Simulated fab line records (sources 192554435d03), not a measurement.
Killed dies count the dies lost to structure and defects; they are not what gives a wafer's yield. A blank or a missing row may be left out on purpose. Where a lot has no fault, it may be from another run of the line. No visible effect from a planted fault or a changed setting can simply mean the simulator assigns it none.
8D (eight disciplines) problem report, filled in by code | flow n5-finfet | the parts of the form that need people (team, actions taken, sign-off) are left out

1. THE PROBLEM
At N5_MOL_CONTACT_COAG_COAT_58, spin-speed-rpm averages 1183.6 rpm over 6 wafers from 2 lots, while fault-free wafers read 1500.0 rpm, standard deviation 1.1. So: -99 or more standard deviations from the usual mean.
The step: time 60 s, resist thk 10 nm.
First observed at day 8 05:20: wafer L335.1, on litho-track-01. The record holds 31 wafers of 11 lots with a number at this step. Rule for "out", or "out of limits": more than 4 standard deviations from the usual mean. The rest of the wafers with a number are treated as sound.

2. WHAT IT IS, AND WHAT IT ISN'T
question                    | is                     | is not
which readings at this step | spin-speed-rpm         | -
which lots                  | L335, L337             | L323, L325, L326, L327, L331, L332, L334, L336, L338
which wafers of those lots  | all that have a number | -
read on which tools         | litho-track-01         | litho-track-02, litho-track-05
when                        | from day 8 05:20       | up to then (20 sound wafers); but 5 sound wafers of L336, L338 came after

3. WHAT RULES OUT EACH SUSPECT
Counting: a tool at a process step up to the reading stays a suspect if it ran every lot that is out and no sound lot after the first of them.
- rie-metal-02 at N5_GATE_CUT_VAPOR_ETCH_48 (etches TiN in BCl3/Cl2): ruled out as a lasting fault. The sound lots L336 went through it after L335, its earliest lot that is out (day 8 02:30).
- litho-track-01 at N5_MOL_CONTACT_COAG_COAT_58 (time 60 s, resist thk 10 nm): kept. It processed each lot that is out, first L335 at day 8 05:20, and no sound lot thereafter; up to then, the last sound lot it processed was L332 at day 7 09:13. Its own readings are out on those wafers: spin-speed-rpm.
Left after counting: litho-track-01 at N5_MOL_CONTACT_COAG_COAT_58.

4. THE CAUSE (what the simulator had put in)
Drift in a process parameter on litho-track-01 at N5_MOL_CONTACT_COAG_COAT_58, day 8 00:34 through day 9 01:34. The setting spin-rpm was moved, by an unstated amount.
Only this tool survived the counting.

5. THE EFFECT CHAIN, in route order
Each row: a reading where the mean over the struck wafers with a number is more than 3 standard deviations away from the usual. Only readings for which the record gives a usual standard deviation are gone through. hours: the time from each lot's start at the first step in this table that gives one to its start at this step, as a median over the lots. sigmas: the change in usual standard deviations.
hours | step                        | reading           | usual      | on struck wafers | change | sigmas
0     | N5_MOL_CONTACT_COAG_COAT_58 | spin-speed-rpm    | 1500.0 rpm | 1183.6           | -316.4 | -99 or more
1     | N5_MOL_CONTACT_COAG_ETCH_59 | etch-rf-on-time-s | 10.47 s    | 11.80            | +1.33  | +5.8
The process steps in it:
- N5_MOL_CONTACT_COAG_COAT_58: time 60 s, resist thk 10 nm.
- N5_MOL_CONTACT_COAG_ETCH_59: etches underlayer in N2/H2, target depth 13 nm, time 10.4 s.
At these later measuring or inspecting steps, every struck wafer for which the step has a row has a number for every such reading, and none has moved that far: N5_MOL_CONTACT_COAG_OVL_MEAS_09.

6. WHAT WOULD HAVE CAUGHT IT SOONER
The fault began at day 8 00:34; the first out-of-limits reading in this record came at day 8 05:20, 5 hours later.
